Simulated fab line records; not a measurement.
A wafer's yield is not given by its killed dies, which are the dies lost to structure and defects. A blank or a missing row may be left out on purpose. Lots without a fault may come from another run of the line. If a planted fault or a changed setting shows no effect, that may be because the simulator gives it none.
fab line records -- flow n5Finfet
[record] lots = 9, wafers = 27, lastDay = 18
route steps=1938 shown BEOL_M4@1111 BEOL_M15@1811 MIM_TOP@1838 PASSIVATION@1936
lots untouched by any fault: they come from a run of this same line in which no faults occurred
startH: hours from the record's opening day to when the first of the lot's shown wafers began -- waitH: how many hours have passed since the lot's step before this one -- " unchanged from the row above -- L1.1+2: a single row standing in for several wafers -- - either no value or no given start -- * or withheld: withheld -- < > ~ a bound
route shown NAME@n: NAME is a module with steps in the file, n the number in the route of the first one -- usual: mean/standard deviation of fault-free wafers -- same: alike in all rows -- chamber/n: place in a boat -- sites: the reading at each site -- _std_site: how widely they spread, as a standard deviation -- _edge_site: mean of outer sites minus mean of inner sites -- radiusMm: for every site, how far away it sits from the centre of the wafer -- mask NAME#n: copy n -- behind: the most recent tool/chamber to have shaped the wafer -- hold: why the lot was held/for how many hours/how that ended -- device: whichever transistor did not switch (one of n, p or np) -- end of line: the tests these same wafers got at the end of their route -- a step given without rows: its recipe and nothing more -- killed: the dies lost at the first sort to structure and to defects; this is not the yield of the wafer -- map: a wafer's dies, x killed, . not, _ none there
set.NAME: the setting the step ran with; set.NAME@STEP: the setting that earlier step ran with -- model.NAME: the simulator's own value behind a step, which no gauge read
the route's steps for a sample of lots (tables are steps, rows are wafers)
services: from which hour (startH, from the record's first day; less than 0 if before it) a tool's chamber was out of use, for how many hours, and why
[[steps]]
[step N5_BEOL_M4_RC_MEAS_101]
[usual] DIBL_N = 36.4/1.4, DIBL_P = 36.4/1.5, IOFF_N = 0.156/0.022, IOFF_P = 0.210/0.023, ION_N = 675/9.1, ION_P = 463/5.7, SS_N = 71.6/0.45, SS_P = 73.3/0.56, VT_N = 250/3.1, VT_P = -250.3/2.3
lot.wafer,tool,chamber,startH,waitH,DIBL_N[mV/V],DIBL_P[mV/V],IOFF_N[nA/um],IOFF_P[nA/um],ION_N[uA/um],ION_P[uA/um],SS_N[mV/dec],SS_P[mV/dec],VT_N[mV],VT_P[mV]
L796.2,prober-01,0,198.47,0.2,35.5,32.1,0.117,0.181,667,459,71.3,73.0,259,-252.0
L796.3,prober-01,0,198.47,0.2,38.7,36.9,0.175,0.263,674,463,72.3,73.6,249,-247.5
L796.5,prober-01,0,198.47,0.2,37.8,35.6,0.158,0.238,680,465,72.1,74.2,251,-249.4
L800.2,prober-01,0,221.91,0.2,34.3,35.6,0.126,0.196,674,469,70.8,72.6,250,-251.6
L800.3,prober-01,0,221.91,0.2,34.1,34.4,0.120,0.192,677,472,71.4,72.4,254,-249.2
L800.5,prober-01,0,221.91,0.2,35.5,36.1,0.141,0.218,673,472,71.5,73.1,248,-245.6
L805.1,prober-01,0,249.15,0.0,36.8,37.6,0.161,0.204,683,463,71.3,72.9,250,-250.2
L805.3,prober-01,0,249.15,0.0,36.9,37.7,0.157,0.212,670,457,71.6,73.1,253,-247.6
L805.5,prober-01,0,249.15,0.0,35.2,36.0,0.137,0.183,667,458,71.2,73.0,253,-249.6
L806.2,prober-02,0,257.10,0.2,37.6,37.8,0.163,0.190,677,453,72.0,73.5,249,-252.8
L806.4,prober-02,0,257.10,0.2,38.0,38.8,0.179,0.210,678,461,72.1,73.9,250,-250.8
L806.6,prober-02,0,257.10,0.2,37.2,37.7,0.159,0.185,670,452,71.9,73.5,249,-255.0
L808.1,prober-01,0,257.31,0.0,35.0,35.1,0.130,0.182,666,459,71.2,72.8,252,-256.3
L808.3,prober-01,0,257.31,0.0,36.0,36.3,0.140,0.199,671,462,71.7,74.3,253,-251.6
L808.4,prober-01,0,257.31,0.0,35.3,35.5,0.128,0.185,659,457,71.4,74.0,255,-253.3
L807.1,prober-02,0,264.69,0.0,34.5,34.7,0.114,0.184,654,456,71.6,72.0,259,-250.2
L807.4,prober-02,0,264.69,0.0,36.2,36.8,0.140,0.209,658,456,72.5,73.3,254,-248.9
L807.5,prober-02,0,264.69,0.0,36.8,37.5,0.153,0.223,669,466,72.0,72.7,254,-249.1
L815.2,prober-02,0,311.12,0.2,34.7,36.0,0.134,0.192,678,465,71.1,72.3,252,-251.0
L815.4,prober-02,0,311.12,0.2,34.6,35.4,0.130,0.187,661,459,71.7,72.1,251,-251.1
L815.6,prober-02,0,311.12,0.2,33.9,34.7,0.116,0.168,665,456,71.0,72.4,254,-252.2
L816.2,prober-02,0,315.48,0.2,35.8,35.7,0.152,0.211,673,468,71.3,73.6,252,-248.7
L816.5,prober-02,0,315.48,0.2,34.8,34.3,0.131,0.188,672,465,71.2,73.3,251,-250.2
L816.6,prober-02,0,315.48,0.2,35.5,35.9,0.142,0.224,673,467,71.6,73.2,252,-248.7
L817.2,prober-01,0,317.64,0.2,37.2,37.8,0.178,0.224,680,465,71.8,73.4,246,-249.6
L817.5,prober-01,0,317.64,0.2,38.5,37.8,0.199,0.230,683,464,72.1,73.7,247,-250.2
L817.6,prober-01,0,317.64,0.2,36.9,36.5,0.160,0.202,681,466,71.9,73.5,248,-252.1
[step N5_BEOL_M15_STRIP_36]
[recipe] chemistry = O2, powerW = 600, tempC = 60, pressureMtorr = 30, rfFrequencyHz = 6e+07, biasPowerW = 0, overashFraction = 0.3, o2FlowSccm = 225
[usual] drypumpMotorCurrentA = 5.7/0.59, oesProductAu = 0.80/0.078, rfVppV = 3.6/0.96, showerheadPlenumPTorr = 2.10/0.069, tempC = 60.01/0.12, throttleValvePct = 16.67/0.19
lot.wafer,tool,chamber,startH,waitH,drypumpMotorCurrentA,oesProductAu,rfHoursCounterH,rfVppV,showerheadPlenumPTorr,tempC,throttleValvePct
L796.2,rieDiel-06,3,280.65,2.4,5.1,0.68,234,3.4,1.98,60.08,17.06
L796.3,rieDiel-06,1,280.65,2.4,5.0,0.71,231,3.7,2.08,60.08,16.80
L796.5,rieDiel-06,2,280.65,2.4,6.6,0.88,-,3.1,2.13,60.07,16.61
L800.2,rieDiel-04,0,312.76,0.1,5.3,0.88,53,1.7,2.23,59.93,16.49
L800.3,rieDiel-04,2,312.76,0.1,6.2,0.75,169,3.7,2.02,60.09,16.91
L800.5,rieDiel-04,3,312.76,0.1,5.9,0.85,-,4.4,2.13,60.09,16.57
L805.1,rieDiel-06,0,344.13,1.4,6.3,0.82,78,3.6,2.12,60.13,16.48
L805.3,rieDiel-06,2,344.13,1.4,6.6,0.86,57,3.3,2.12,60.27,16.65
L805.5,rieDiel-06,1,344.13,1.4,4.9,0.69,-,5.8,2.07,60.20,16.86
L808.1,rieDiel-06,2,347.52,2.0,6.6,0.85,60,2.8,2.12,59.79,16.66
L808.3,rieDiel-06,1,347.52,2.0,5.0,0.70,250,4.2,2.07,59.98,16.88
L808.4,rieDiel-06,1,347.52,2.0,5.0,0.70,-,3.6,2.07,59.94,16.88
L806.2,rieDiel-04,1,350.99,1.2,5.9,0.73,197,3.0,2.17,60.08,16.81
L806.4,rieDiel-04,3,350.99,1.2,5.9,0.82,76,3.9,2.13,60.08,16.56
L806.6,rieDiel-04,1,350.99,1.2,5.9,0.73,-,4.6,2.17,60.13,16.81
L807.1,rieDiel-04,2,363.39,1.2,6.2,0.72,184,2.2,2.02,59.92,16.96
L807.4,rieDiel-04,3,363.39,1.2,5.9,0.81,79,4.7,2.13,60.11,16.58
L807.5,rieDiel-04,1,363.39,1.2,5.9,0.73,-,2.7,2.16,60.07,16.80
L815.2,rieDiel-04,1,399.68,4.8,5.9,0.71,210,4.2,2.16,59.92,16.85
L815.4,rieDiel-04,0,399.68,4.8,5.3,0.85,77,3.1,2.22,59.88,16.57
L815.6,rieDiel-04,2,399.68,4.8,6.2,0.72,-,3.3,2.01,60.16,16.97
L816.2,rieDiel-04,1,400.46,2.9,5.9,0.73,211,4.5,2.16,59.99,16.87
L816.5,rieDiel-04,1,400.46,2.9,5.9,0.71,-,3.9,2.16,59.83,16.85
L816.6,rieDiel-04,0,400.46,2.9,5.3,0.84,-,4.3,2.22,59.93,16.55
L817.2,rieDiel-06,2,408.19,0.1,6.6,0.83,82,3.5,2.11,59.99,16.71
L817.5,rieDiel-06,0,408.19,0.1,6.3,0.80,-,4.3,2.11,60.11,16.55
L817.6,rieDiel-06,1,408.19,0.1,4.9,0.95,-,3.1,2.06,59.87,16.42
[step N5_BEOL_M15_ETCH_38]
[recipe] chemistry = CF4/N2, target = SiCN, targetDepthA = 1064, taperDeg = 2, timeS = 120.5, ionEnergyEv = 150, maskMaterial = SiO2, pressureMtorr = 40, sourceW = 430, biasW = 70, Ar_flow_sccm = 100, cf4FlowSccm = 60, n2FlowSccm = 60
[usual] drypumpMotorCurrentA = 5.7/0.59, mfcArSccm = 99.94/0.28, oesProductAu = 0.80/0.076, rfVppV = 382.4/1.9, showerheadPlenumPTorr = 2.21/0.071, throttleValvePct = 15.43/0.2
lot.wafer,tool,chamber,startH,waitH,drypumpMotorCurrentA,mfcArSccm,oesProductAu,rfHoursCounterH,rfVppV,showerheadPlenumPTorr,throttleValvePct
L796.2,rieDiel-06,3,-,-,5.1,99.86,0.68,234,378.7,2.09,15.86
L796.3,rieDiel-06,1,-,-,5.0,99.71,0.70,231,381.6,2.18,15.57
L796.5,rieDiel-06,2,-,-,6.6,100.21,0.88,-,381.7,2.25,15.42
L800.2,rieDiel-04,0,-,-,5.3,100.15,0.87,53,386.0,2.33,15.22
L800.3,rieDiel-04,2,-,-,6.2,99.56,0.73,169,381.0,2.12,15.64
L800.5,rieDiel-04,3,-,-,5.9,100.10,0.84,-,383.0,2.23,15.27
L805.1,rieDiel-06,0,-,-,6.2,99.69,0.83,78,382.2,2.24,15.26
L805.3,rieDiel-06,2,-,-,6.6,100.18,0.86,57,381.1,2.24,15.44
L805.5,rieDiel-06,1,-,-,5.0,100.04,0.69,-,381.4,2.17,15.58
L808.1,rieDiel-06,2,-,-,6.6,99.69,0.85,60,382.5,2.24,15.46
L808.3,rieDiel-06,1,-,-,4.9,99.45,0.69,250,381.3,2.17,15.59
L808.4,rieDiel-06,1,-,-,5.0,99.52,0.69,-,381.4,2.17,15.61
L806.2,rieDiel-04,1,-,-,5.9,100.03,0.73,197,384.5,2.28,15.63
L806.4,rieDiel-04,3,-,-,5.9,99.92,0.83,76,383.0,2.23,15.29
L806.6,rieDiel-04,1,-,-,5.9,99.94,0.73,-,383.5,2.28,15.63
L807.1,rieDiel-04,2,-,-,6.2,99.88,0.72,184,379.1,2.12,15.68
L807.4,rieDiel-04,3,-,-,5.8,99.73,0.83,79,381.3,2.23,15.29
L807.5,rieDiel-04,1,-,-,5.9,100.10,0.73,-,384.0,2.28,15.65
L815.2,rieDiel-04,1,-,-,5.9,99.53,0.72,210,383.3,2.28,15.66
L815.4,rieDiel-04,0,-,-,5.4,99.92,0.84,77,384.3,2.32,15.29
L815.6,rieDiel-04,2,-,-,6.2,100.02,0.71,-,378.4,2.11,15.71
L816.2,rieDiel-04,1,-,-,5.9,100.18,0.72,211,384.7,2.28,15.65
L816.5,rieDiel-04,1,-,-,5.9,99.85,0.72,-,383.7,2.28,15.66
L816.6,rieDiel-04,0,-,-,5.3,99.96,0.83,-,385.0,2.32,15.28
L817.2,rieDiel-06,2,-,-,6.6,99.85,0.83,82,383.6,2.23,15.52
L817.5,rieDiel-06,0,-,-,6.3,99.74,0.81,-,381.8,2.23,15.31
L817.6,rieDiel-06,1,-,-,4.9,100.25,0.92,-,380.5,2.17,15.12
[step N5_BEOL_M15_ANNEAL_48]
[recipe] tempC = 225, timeS = 90, ambient = N2
[usual] wafer_temp_C_max = 226.0/0.51
lot.wafer,tool,chamber,startH,waitH,wafer_temp_C_max
L796.2,rtpAnneal-02,0,281.79,0.2,225.5
L796.3,rtpAnneal-02,0,281.79,0.2,225.3
L796.5,rtpAnneal-02,0,281.79,0.2,225.4
L800.2,rtpAnneal-02,0,314.27,0.2,225.4
L800.3,rtpAnneal-02,0,314.27,0.2,225.3
L800.5,rtpAnneal-02,0,314.27,0.2,225.6
L805.1,rtpAnneal-02,0,345.39,0.2,225.8
L805.3,rtpAnneal-02,0,345.39,0.2,225.6
L805.5,rtpAnneal-02,0,345.39,0.2,225.9
L808.1,rtpAnneal-02,0,348.48,0.2,225.7
L808.3,rtpAnneal-02,0,348.48,0.2,225.5
L808.4,rtpAnneal-02,0,348.48,0.2,225.8
L806.2,rtpAnneal-01,0,352.75,0.2,226.7
L806.4,rtpAnneal-01,0,352.75,0.2,226.6
L806.6,rtpAnneal-01,0,352.75,0.2,226.4
L807.1,rtpAnneal-01,0,364.59,0.3,226.3
L807.4,rtpAnneal-01,0,364.59,0.3,226.4
L807.5,rtpAnneal-01,0,364.59,0.3,226.2
L815.2,rtpAnneal-02,0,401.04,0.6,225.7
L815.4,rtpAnneal-02,0,401.04,0.6,225.8
L815.6,rtpAnneal-02,0,401.04,0.6,225.8
L816.2,rtpAnneal-01,0,401.77,0.5,226.5
L816.5,rtpAnneal-01,0,401.77,0.5,226.9
L816.6,rtpAnneal-01,0,401.77,0.5,226.4
L817.2,rtpAnneal-02,0,409.27,0.2,225.6
L817.5,rtpAnneal-02,0,409.27,0.2,225.9
L817.6,rtpAnneal-02,0,409.27,0.2,225.6
[step N5_MIM_TOP_SPUTTER_03]
[recipe] material = TiN, targetThkA = 350, tempC = 200, powerW = 3000, chamberPressurePa = 0.49996, gas = Ar, reactivePartialPa = 0.37997, timeS = 89.7
[usual] cathodeDcPowerW = 2999.9/0.51, chamberPressurePa = 0.4999/0.00091, throttleValvePct = 30.4/0.86
lot.wafer,tool,chamber,startH,waitH,cathodeDcPowerW,chamberPressurePa,throttleValvePct
L796.2,pvdSputter-01,-,286.65,0.0,2999.9,0.4985,30.2
L796.3,pvdSputter-01,-,286.65,0.0,3000.5,0.5009,30.3
L796.5,pvdSputter-01,-,286.65,0.0,3000.7,0.5001,30.4
L800.2,pvdSputter-03,-,317.38,0.0,2999.1,0.4990,29.4
L800.3,pvdSputter-03,-,317.38,0.0,3000.5,0.5009,32.3
L800.5,pvdSputter-03,-,317.38,0.0,2999.1,0.5011,32.4
L805.1,pvdSputter-01,-,348.28,0.0,-,-,-
L805.3,pvdSputter-01,-,348.28,0.0,-,-,-
L805.5,pvdSputter-01,-,348.28,0.0,-,-,-
L808.1,pvdSputter-01,-,352.34,0.0,-,-,-
L808.3,pvdSputter-01,-,352.34,0.0,-,-,-
L808.4,pvdSputter-01,-,352.34,0.0,-,-,-
L806.2,pvdSputter-03,-,357.97,0.0,-,-,-
L806.4,pvdSputter-03,-,357.97,0.0,-,-,-
L806.6,pvdSputter-03,-,357.97,0.0,-,-,-
L807.1,pvdSputter-03,-,369.45,0.0,2999.6,0.5000,29.8
L807.4,pvdSputter-03,-,369.45,0.0,3000.5,0.5003,32.2
L807.5,pvdSputter-03,-,369.45,0.0,2999.6,0.4993,29.5
L815.2,pvdSputter-01,-,406.47,0.0,2999.8,0.5003,30.4
L815.4,pvdSputter-01,-,406.47,0.0,2999.0,0.5000,30.7
L815.6,pvdSputter-01,-,406.47,0.0,2999.3,0.4987,30.3
L816.2,pvdSputter-01,-,407.33,0.0,3000.4,0.4990,30.4
L816.5,pvdSputter-01,-,407.33,0.0,3000.7,0.5007,31.0
L816.6,pvdSputter-01,-,407.33,0.0,2999.7,0.4998,30.0
L817.2,pvdSputter-01,-,411.79,0.0,3000.2,0.5003,30.3
L817.5,pvdSputter-01,-,411.79,0.0,3000.1,0.4999,30.3
L817.6,pvdSputter-01,-,411.79,0.0,2999.7,0.4996,30.8
[step N5_PASSIVATION_PROBE_49]
[usual] defectLimitedYield = 91.5/1.3, killed_at_M0_to_M3 = 33/10, killed_at_M4_up = 13/4, killedAtContacts = 12/6.3, killedAtFrontEnd = 39/11, killedAtOther = 3.4/2.6, killedDies = 100/15, killedOnRim = 13/4, killedOpen = 65/11, killedShort = 34/7.8, sort_bin_5_function = 5.0/0.89, sort_bin_6_memory = 3.2/0.58, sortNPass = 1080/15, sortYieldPct = 91.5/1.3
[same] grossDies = 1180, killedAtBackSide = 0, sort_bin_4_leakage[%] = 0, sort_bin_8_speed[%] = 0
lot.wafer,tool,chamber,startH,waitH,defectLimitedYield[%],killed_at_M0_to_M3,killed_at_M4_up,killedAtContacts,killedAtFrontEnd,killedAtOther,killedDies,killedOnRim,killedOpen,killedShort,sort_bin_5_function[%],sort_bin_6_memory[%],sortNPass,sortYieldPct[%]
L805.1,prober-02,-,361.92,0.0,0,36,11,8,79,1046,1180,152,78,60,95.8,3.6,0,0
L805.3,prober-02,-,362.02,0.1,0,38,15,22,37,1068,1180,152,75,42,95.0,4.5,0,0
L805.5,prober-02,-,362.12,0.2,0,19,11,11,58,1081,1180,152,62,41,96.5,3.3,0,0
L808.1,prober-01,-,363.44,0.0,0,31,13,3,34,1099,1180,152,55,29,96.8,2.8,0,0
L808.3,prober-01,-,363.54,0.1,0,58,11,13,20,1078,1180,152,72,33,95.8,3.9,0,0
L808.4,prober-01,-,363.59,0.2,0,18,15,8,45,1094,1180,152,51,34,97.3,2.2,0,0
L806.2,prober-01,-,369.42,0.1,0,50,12,7,43,1068,1180,152,74,42,95.6,4.1,0,0
L806.4,prober-01,-,369.52,0.2,0,39,12,23,16,1090,1180,152,55,39,96.5,3.2,0,0
L806.6,prober-01,-,369.62,0.3,0,38,10,23,31,1078,1180,152,73,32,96.4,3.3,0,0
// killed by level:class
L805.1 MIM_TOP:areaSputter=1042 FIN_SAQP:geometricParticle:short=25 FIN_SAQP:geometricParticle:open=13 BEOL_M3:geometricParticle:open=11 GATE_CUT:geometricParticle:open=11 GATE_CUT:geometricParticle:short=11 BEOL_M0_SAQP:geometricParticle:short=9 MOL_CONTACT_COAG:geometricParticle:open=8
L805.3 MIM_TOP:areaSputter=1062 MOL_CONTACT_COAG:geometricParticle:open=21 FIN_SAQP:geometricParticle:short=12 BEOL_M0_SAQP:geometricParticle:short=12 BEOL_M2:geometricParticle:open=8 BEOL_M3:geometricParticle:open=8 FIN_SAQP:geometricParticle:open=7 BEOL_M0_SAQP:geometricParticle:open=5
L805.5 MIM_TOP:areaSputter=1077 FIN_SAQP:geometricParticle:open=20 FIN_SAQP:geometricParticle:short=11 MOL_CONTACT_COAG:geometricParticle:open=9 STARTING-WAFER:geometricParticle:short=5 GATE_CUT:geometricParticle:short=4 BEOL_M2:geometricParticle:open=4 BEOL_M3:geometricParticle:open=4
L808.1 MIM_TOP:areaSputter=1096 FIN_SAQP:geometricParticle:short=13 BEOL_M3:geometricParticle:open=7 FIN_SAQP:geometricParticle:open=6 STI_FIN_REVEAL:geometricParticle:open=6 BEOL_M0_SAQP:geometricParticle:open=5 DUMMY_GATE:geometricParticle:open=4 BEOL_M0_SAQP:geometricParticle:short=4
L808.3 MIM_TOP:areaSputter=1075 BEOL_M2:geometricParticle:open=13 MOL_CONTACT_COAG:geometricParticle:open=10 BEOL_M1:geometricParticle:open=10 BEOL_M0_SAQP:geometricParticle:open=8 BEOL_M3:geometricParticle:open=7 BEOL_M0_SAQP:geometricParticle:short=7 BEOL_M0:geometricParticle:open=6
L808.4 MIM_TOP:areaSputter=1094 FIN_SAQP:geometricParticle:short=7 GATE_CUT:geometricParticle:short=6 GATE_CUT:geometricParticle:open=6 FIN_SAQP:geometricParticle:open=5 DUMMY_GATE:geometricParticle:open=5 BEOL_M1:geometricParticle:open=4 MOL_CONTACT_COAG:geometricParticle:short=4
L806.2 MIM_TOP:areaSputter=1063 FIN_SAQP:geometricParticle:open=15 BEOL_M0_SAQP:geometricParticle:open=13 FIN_SAQP:geometricParticle:short=12 BEOL_M0_SAQP:geometricParticle:short=12 BEOL_M3:geometricParticle:open=11 MOL_CONTACT_COAG:geometricParticle:open=7 BEOL_M1:geometricParticle:open=6
L806.4 MIM_TOP:areaSputter=1083 MOL_CONTACT_COAG:geometricParticle:open=14 BEOL_M0_SAQP:geometricParticle:short=11 BEOL_M3:geometricParticle:open=11 MOL_CONTACT_COAG:geometricParticle:short=9 BEOL_M2:geometricParticle:open=6 FIN_SAQP:geometricParticle:short=5 BEOL_M0_SAQP:geometricParticle:open=5
L806.6 MIM_TOP:areaSputter=1074 MOL_CONTACT_COAG:geometricParticle:open=17 BEOL_M3:geometricParticle:open=12 BEOL_M0_SAQP:geometricParticle:open=10 FIN_SAQP:geometricParticle:short=9 FIN_SAQP:geometricParticle:open=8 STI_FIN_REVEAL:geometricParticle:open=7 MOL_CONTACT_COAG:geometricParticle:short=6
[[services]]
tool,chamber,startH,hours,kind
pvdSputter-01,-,283.92,0.7,repair
rieDiel-06,3,333.41,3.6,repair
rieDiel-06,3,337.04,-,clean
rieDiel-06,3,337.04,-,consumableReplace:focusRing
rieDiel-06,3,337.04,-,consumableReplace:showerhead
rieDiel-06,3,337.04,15.9,scheduledDown
rieDiel-06,3,337.04,15.9,ventCycle
rieDiel-06,1,353.26,-,clean
rieDiel-06,1,353.26,-,consumableReplace:focusRing
rieDiel-06,1,353.26,20.5,scheduledDown
rieDiel-06,1,353.26,20.5,ventCycle
rieDiel-06,3,387.37,2.9,repair
[[key]]
[firstSign] step = N5_MIM_TOP_SPUTTER_03, reading = toolRecord, direction = missing
[effect] step = N5_PASSIVATION_PROBE_49, reading = killedAtOther, direction = up, sigmas = 99+, usual = 3.4, struck = 1078
[moreKillsBornAt] N5_MIM_TOP_SPUTTER_03@pvdSputter-01 = 6442, N5_MIM_TOP_SPUTTER_03@pvdSputter-03 = 3220
metAt N5_MIM_TOP_SPUTTER_03
struckLots L805,L806,L808
laterRowsLeftOut L805.1,L805.3,L805.5,L806.2,L806.4,L806.6,L808.1,L808.3,L808.4
notActingAt N5_BEOL_M15_STRIP_36,N5_BEOL_M15_ETCH_38,N5_BEOL_M15_ANNEAL_48
onsetBetween 317.38 348.28
[fault] kind = skippedStepWhole, tool = pvdSputter-01,pvdSputter-03, chamber = -, onsetH = 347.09, steps = N5_MIM_TOP_SPUTTER_03, scope = struckLotsOnly
// laterRowsLeftOut: the simulator's readings of these wafers behind a module that went badly wrong aren't trusted and aren't shown, but for the sort
